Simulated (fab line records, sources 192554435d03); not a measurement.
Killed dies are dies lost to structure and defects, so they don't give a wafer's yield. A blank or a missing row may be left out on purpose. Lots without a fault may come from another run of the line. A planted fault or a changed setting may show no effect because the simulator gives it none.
A struck lot beside a sound one | flow n5_finfet | 15 steps out of a route of 1938
Sound: wafers L588.2, L588.4, L588.6. Struck: wafers L599.1, L599.3, L599.4. The cause comes at the end.
At each step with rows: each side's tool, then ch and its chambers, then its first start. Under that, the readings that differ: sound wafers | struck wafers | difference of the means | sigmas: that difference in standard deviations of wafers without a fault.
alike: readings whose means differ by less than 2 such deviations, and words and numbers that are the same on both sides. not compared: withheld readings, readings that some wafer has no value for, bounds like >300 that may hide the same value, and numbers for which the record gives no deviation and whose values overlap.
The two part at a step that has a row with sigmas, a row that says differs or no value, or rows on one side only. Numbers that don't overlap but have no deviation are shown without sigmas and don't part them. A reading that every wafer of one side lacks parts them only if that side has two wafers or more.

first, 8 steps without rows for these wafers: N5_BEOL_M13_COAT_66 (time 60 s, resist thk 110 nm); N5_BEOL_M13_COAT_22 (resist thk 300 nm); N5_BEOL_M13_EBR_24; N5_BEOL_M13_SOFTBAKE_23 (time 60 s); N5_BEOL_M13_EXPOSE_25 (exposes mask M13, target cd 210 nm); N5_BEOL_M13_PEB_26 (peb time 90 s); N5_BEOL_M13_DEVELOP_27 (develop time 45 s); N5_BEOL_M13_HARDBAKE_32 (time 120 s).
N5_BEOL_M13_CD_MEAS_28: target cd 209.5 nm.
  sound on cd_sem-01 ch 0, day 13 07:52; struck on cd_sem-02 ch 0, day 15 14:39
  alike: cd_nm
N5_BEOL_M13_OVL_MEAS_29:
  sound on overlay-02 ch 0, day 13 07:54; struck on overlay-01 ch 0, day 15 14:41
  alike: M13_OVL
N5_BEOL_M13_INSPECT_30: inspects for defects (macro).
  sound on defect_inspect-01, day 13 07:56; struck on defect_inspect-01, day 15 14:42
  alike: raw_defect_count
N5_BEOL_M13_DESCUM_33: chemistry O2, time 7.9 s.
  sound on rie_diel-05 ch 0,3, day 13 07:58; struck on rie_diel-04 ch 0,1,2, day 15 15:10
  alike: drypump_motor_current_A, oes_product_au, rf_vpp_V, showerhead_plenum_p_Torr, temp_c, throttle_valve_pct
  not compared: rf_hours_counter_h
N5_BEOL_M13_ETCH_67: etches SiARC in CF4, target depth 143 nm, time 238.3 s.
  sound on rie_diel-05 ch 0,3, day 13 07:59; struck on rie_diel-04 ch 0,1,2, day 15 15:11
  reading               | sound           | struck            | difference | sigmas
  cf4_flow_sccm (sccm)  | 99.5 99.9 100.0 | 100.4 100.3 100.6 | +0.6       | +2
  etch_rf_on_time_s (s) | 239 244 242     | 283 297 288       | +48        | +9
  alike: drypump_motor_current_A, oes_product_au, rf_vpp_V, showerhead_plenum_p_Torr, throttle_valve_pct
  not compared: rf_hours_counter_h
N5_BEOL_M13_ETCH_68: etches SOC in N2/H2, time 355 s.
  sound on rie_diel-05 ch 0,3, day 13 08:08; struck on rie_diel-04 ch 0,1,2, day 15 15:20
  alike: drypump_motor_current_A, oes_product_au, rf_vpp_V, showerhead_plenum_p_Torr, temp_c, throttle_valve_pct
  not compared: rf_hours_counter_h
N5_PASSIVATION_PROBE_49:
  the record has rows for the sound wafers here (prober-02, day 14 13:49) and none for the struck ones

WHERE THEY PART
First at N5_BEOL_M13_ETCH_67; last, within this record, at N5_PASSIVATION_PROBE_49.

WHY: what the simulator had put in
Process parameter drift: rie_diel-04, from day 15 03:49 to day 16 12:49, at N5_BEOL_M13_ETCH_67. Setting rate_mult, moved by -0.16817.
